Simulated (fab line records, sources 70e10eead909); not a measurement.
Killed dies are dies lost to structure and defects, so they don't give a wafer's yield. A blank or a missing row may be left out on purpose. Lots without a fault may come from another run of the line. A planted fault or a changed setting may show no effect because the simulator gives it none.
Which tool did it? | flow nand_harc | 12 lots, 36 wafers sampled, at 5 steps of a route of 1159

WHAT THE GAUGES READ, wafer by wafer
NHARC_END_SORT_01. Usual: defect_limited_yield 95.8 %, standard deviation 1.2; killed_at_array 24, standard deviation 7.4; killed_at_other 0.5, standard deviation 0.81; killed_at_periphery 3.4, standard deviation 2.3; killed_dies 28, standard deviation 8; killed_open 3.4, standard deviation 1.8; killed_short 2.0, standard deviation 1.4; sort_bin_2_pct 1.3 %, standard deviation 0.54; sort_bin_3_pct 0.23 %, standard deviation 0.2; sort_bin_4_pct 2.7 %, standard deviation 0.77; sort_n_pass 649, standard deviation 8; sort_rim_yield_pct 94.2 %, standard deviation 2.7; sort_yield_pct 95.8 %, standard deviation 1.2.
lot  | measured     | on        | defect_limited_yield (%) | killed_at_array | killed_at_other | killed_at_periphery | killed_dies | killed_open | killed_short | sort_bin_2_pct (%) | sort_bin_3_pct (%) | sort_bin_4_pct (%) | sort_n_pass | sort_rim_yield_pct (%) | sort_yield_pct (%) | flag
L869 | day 22 20:52 | prober-02 | 97.6                     | 15              | 1               | 0                   | 16          | 3           | 1            | 0.9                | 0.15               | 1.3                | 661         | 93.4                   | 97.6               |
L874 | day 23 10:20 | prober-02 | 5.6 95.1 95.0            | 26 28 27        | 608 0 1         | 5 5 6               | 639 33 34   | 5 1 4       | 1 3 3        | 91.1 0.9 1.5       | 0.15 0.44 0.44     | 3.1 3.5 3.1        | 38 644 643  | 9.4 96.2 95.3          | 5.6 95.1 95.0      | OFF
L872 | day 24 02:34 | prober-01 | 5.6 97.0 8.0             | 15 17 19        | 622 1 602       | 2 2 2               | 639 20 623  | 3 1 2       | 2 4 2        | 93.1 0.1 90.0      | 0.30 0.15 0.15     | 1.0 2.7 1.9        | 38 657 54   | 0.9 93.4 4.7           | 5.6 97.0 8.0       | OFF

WHICH TOOL RAN EACH LOT (tool, then ch and the chambers of the sampled wafers, then the start)
lot  | NHARC_THIN_TSV_DEP_43           | NHARC_THIN_TSV_STRIP_62              | NHARC_THIN_TSV_PRE_CLEAN_54  | NHARC_THIN_TSV_STRIP_56
L859 | pecvd-04 ch 1,2, day 18 18:04   | plasma_asher-01 ch 0,1, day 18 21:33 | pvd_sputter-01, day 18 23:46 | plasma_asher-01 ch 0,1, day 19 01:47
L863 | pecvd-03 ch 0,1,2, day 19 00:01 | plasma_asher-02 ch 0,1, day 19 03:36 | pvd_sputter-02, day 19 05:57 | plasma_asher-01 ch 0,1, day 19 07:58
L862 | pecvd-04 ch 1,2, day 19 04:43   | plasma_asher-01 ch 0,1, day 19 08:18 | pvd_sputter-01, day 19 10:38 | plasma_asher-02 ch 0,1, day 19 12:29
L864 | pecvd-03 ch 0,1,2, day 19 11:33 | plasma_asher-01 ch 0,1, day 19 15:15 | pvd_sputter-01, day 19 17:28 | plasma_asher-02 ch 0,1, day 19 19:13
L868 | pecvd-02 ch 0,1, day 21 01:59   | plasma_asher-02 ch 0,1, day 21 05:35 | pvd_sputter-01, day 21 07:49 | plasma_asher-01 ch 0,1, day 21 09:26
L869 | pecvd-03 ch 1,2, day 21 20:37   | plasma_asher-02 ch 0,1, day 22 00:04 | pvd_sputter-03, day 22 02:20 | plasma_asher-02 ch 0,1, day 22 03:56
L875 | pecvd-04 ch 0,1,2, day 22 18:34 | plasma_asher-02 ch 0,1, day 22 22:22 | pvd_sputter-02, day 23 00:39 | plasma_asher-01 ch 0,1, day 23 02:13
L874 | pecvd-04 ch 0,1,2, day 22 20:58 | plasma_asher-02 ch 1, day 23 00:41   | pvd_sputter-01, day 23 02:57 | plasma_asher-02 ch 0,1, day 23 04:52
L872 | pecvd-04 ch 0,2, day 22 22:14   | plasma_asher-02 ch 0,1, day 23 01:45 | pvd_sputter-02, day 23 04:01 | plasma_asher-02 ch 0,1, day 23 05:53
L878 | pecvd-02 ch 0,1,2, day 23 12:22 | plasma_asher-01 ch 0,1, day 23 16:07 | pvd_sputter-01, day 23 18:37 | plasma_asher-02 ch 0,1, day 23 20:23
L880 | pecvd-03 ch 0,1,2, day 23 13:31 | plasma_asher-02 ch 0,1, day 23 18:17 | pvd_sputter-01, day 23 20:34 | plasma_asher-01 ch 0,1, day 23 22:25
L879 | pecvd-03 ch 1,2, day 23 14:44   | plasma_asher-02 ch 0,1, day 23 19:35 | pvd_sputter-03, day 23 21:47 | plasma_asher-02 ch 0,1, day 23 23:34
- NHARC_THIN_TSV_DEP_43: deposits SiO2, target thk 1328.5 nm.
- NHARC_THIN_TSV_STRIP_62: strips in N2/H2, time 20 s.
- NHARC_THIN_TSV_PRE_CLEAN_54: time 30 s.
- NHARC_THIN_TSV_STRIP_56: strips in O2.

WHAT THE TOOLS THEMSELVES READ (means of the sampled wafers that have a number; where no wafer has one, the mark that the record gives instead)
NHARC_THIN_TSV_DEP_43. Usual: chamber_pressure_Torr 6.500 Torr, standard deviation 0.015; rf_fwd_power_W 898 W, standard deviation 3.1; throttle_valve_pct 16.0 %, standard deviation 0.64.
lot  | tool     | chamber_pressure_Torr (Torr) | rf_fwd_power_W (W) | throttle_valve_pct (%) | flag
L859 | pecvd-04 | 6.505                        | 898                | 16.5                   |
L863 | pecvd-03 | 6.506                        | 899                | 15.7                   |
L862 | pecvd-04 | 6.502                        | 899                | 16.6                   |
L864 | pecvd-03 | 6.510                        | 898                | 16.0                   |
L868 | pecvd-02 | 6.486                        | 894                | 16.5                   |
L869 | pecvd-03 | 6.510                        | 896                | 16.0                   |
L875 | pecvd-04 | 6.501                        | 900                | 16.4                   |
L874 | pecvd-04 | 6.501                        | 898                | 16.3                   |
L872 | pecvd-04 | 6.500                        | 901                | 16.6                   |
L878 | pecvd-02 | 6.497                        | 899                | 15.7                   |
L880 | pecvd-03 | 6.489                        | 899                | 15.8                   |
L879 | pecvd-03 | 6.484                        | 895                | 15.6                   |

NHARC_THIN_TSV_STRIP_62. Usual: drypump_motor_current_A 5.8 A, standard deviation 0.46; heater_power_w 351 W, standard deviation 36; rf_refl_power_W 18 W, standard deviation 5.3; temp_c 249.98 C, standard deviation 0.18.
lot  | tool            | drypump_motor_current_A (A) | heater_power_w (W) | rf_refl_power_W (W) | temp_c (C) | flag
L859 | plasma_asher-01 | 6.3                         | 391                | 18                  | 249.89     |
L863 | plasma_asher-02 | 5.5                         | 330                | 20                  | 250.13     |
L862 | plasma_asher-01 | 6.2                         | 395                | 18                  | 249.76     |
L864 | plasma_asher-01 | 6.3                         | 383                | 18                  | 249.97     |
L868 | plasma_asher-02 | 5.4                         | 320                | 16                  | 249.92     |
L869 | plasma_asher-02 | 5.5                         | 330                | 21                  | 249.81     |
L875 | plasma_asher-02 | 5.4                         | 322                | -                   | 249.93     | OFF
L874 | plasma_asher-02 | 5.2                         | 299                | 11                  | 249.95     |
L872 | plasma_asher-02 | 5.4                         | 314                | 15                  | 249.96     |
L878 | plasma_asher-01 | 6.0                         | 369                | 17                  | 250.14     |
L880 | plasma_asher-02 | 5.3                         | 308                | 15                  | 250.06     |
L879 | plasma_asher-02 | 5.6                         | 325                | 20                  | 250.00     |

NHARC_THIN_TSV_PRE_CLEAN_54. Usual: heater_power_w 409 W, standard deviation 46.
lot  | tool           | heater_power_w (W) | flag
L859 | pvd_sputter-01 | 377                |
L863 | pvd_sputter-02 | 385                |
L862 | pvd_sputter-01 | 422                |
L864 | pvd_sputter-01 | 404                |
L868 | pvd_sputter-01 | 437                |
L869 | pvd_sputter-03 | 460                |
L875 | pvd_sputter-02 | 384                |
L874 | pvd_sputter-01 | 424                |
L872 | pvd_sputter-02 | 392                |
L878 | pvd_sputter-01 | 400                |
L880 | pvd_sputter-01 | 417                |
L879 | pvd_sputter-03 | 440                |

NHARC_THIN_TSV_STRIP_56. Usual: drypump_motor_current_A 5.7 A, standard deviation 0.45; heater_power_w 346 W, standard deviation 36; rf_refl_power_W 18 W, standard deviation 4.8; temp_c 250.05 C, standard deviation 0.19.
lot  | tool            | drypump_motor_current_A (A) | heater_power_w (W) | rf_refl_power_W (W) | temp_c (C) | flag
L859 | plasma_asher-01 | 6.0                         | 373                | 17                  | 250.00     |
L863 | plasma_asher-01 | 6.2                         | 394                | 18                  | 249.95     |
L862 | plasma_asher-02 | 5.5                         | 334                | 21                  | 250.00     |
L864 | plasma_asher-02 | 5.5                         | 333                | 20                  | 250.01     |
L868 | plasma_asher-01 | 6.0                         | 368                | 17                  | 250.20     |
L869 | plasma_asher-02 | 5.5                         | 329                | -                   | 250.09     | OFF
L875 | plasma_asher-01 | 6.0                         | 371                | 17                  | 250.39     |
L874 | plasma_asher-02 | 5.5                         | 338                | 21                  | 250.13     |
L872 | plasma_asher-02 | 5.4                         | 315                | -                   | 250.00     | OFF
L878 | plasma_asher-02 | 5.4                         | 308                | -                   | 249.84     | OFF
L880 | plasma_asher-01 | 6.1                         | 372                | 17                  | 249.89     |
L879 | plasma_asher-02 | 5.4                         | 309                | 15                  | 249.78     |

THE ANSWER, worked out from the rows above alone
Rule: a lot is off if the mean of its wafers that have a number lies more than 3 standard deviations from the usual mean. A lot without any number at a reading at which 4 lots or more have one is off too. The other lots that the step has rows for count as sound. The gauges are gone through in route order, then the tools' own readings, and for those a lot's mean is taken as printed above. The first step at which some lot is off is used, and at that step the reading that is off furthest; a lot without a number counts as furthest.
Off: L874, L872, at NHARC_END_SORT_01 (killed_at_other). Neither off nor sound, because the step has no rows for them: L859, L863, L862, L864, L868, L875, L878, L880, L879.
A tool fits if, at a process step before that reading, it ran every lot that is off, and no sound lot after the first of them. The gauges at NHARC_END_SORT_01 are tried like those tools. Can't be told from this: 2 tools fit, pecvd-04 at NHARC_THIN_TSV_DEP_43, plasma_asher-02 at NHARC_THIN_TSV_STRIP_62 and NHARC_THIN_TSV_STRIP_56.

WHAT THE SIMULATOR HAD PUT IN
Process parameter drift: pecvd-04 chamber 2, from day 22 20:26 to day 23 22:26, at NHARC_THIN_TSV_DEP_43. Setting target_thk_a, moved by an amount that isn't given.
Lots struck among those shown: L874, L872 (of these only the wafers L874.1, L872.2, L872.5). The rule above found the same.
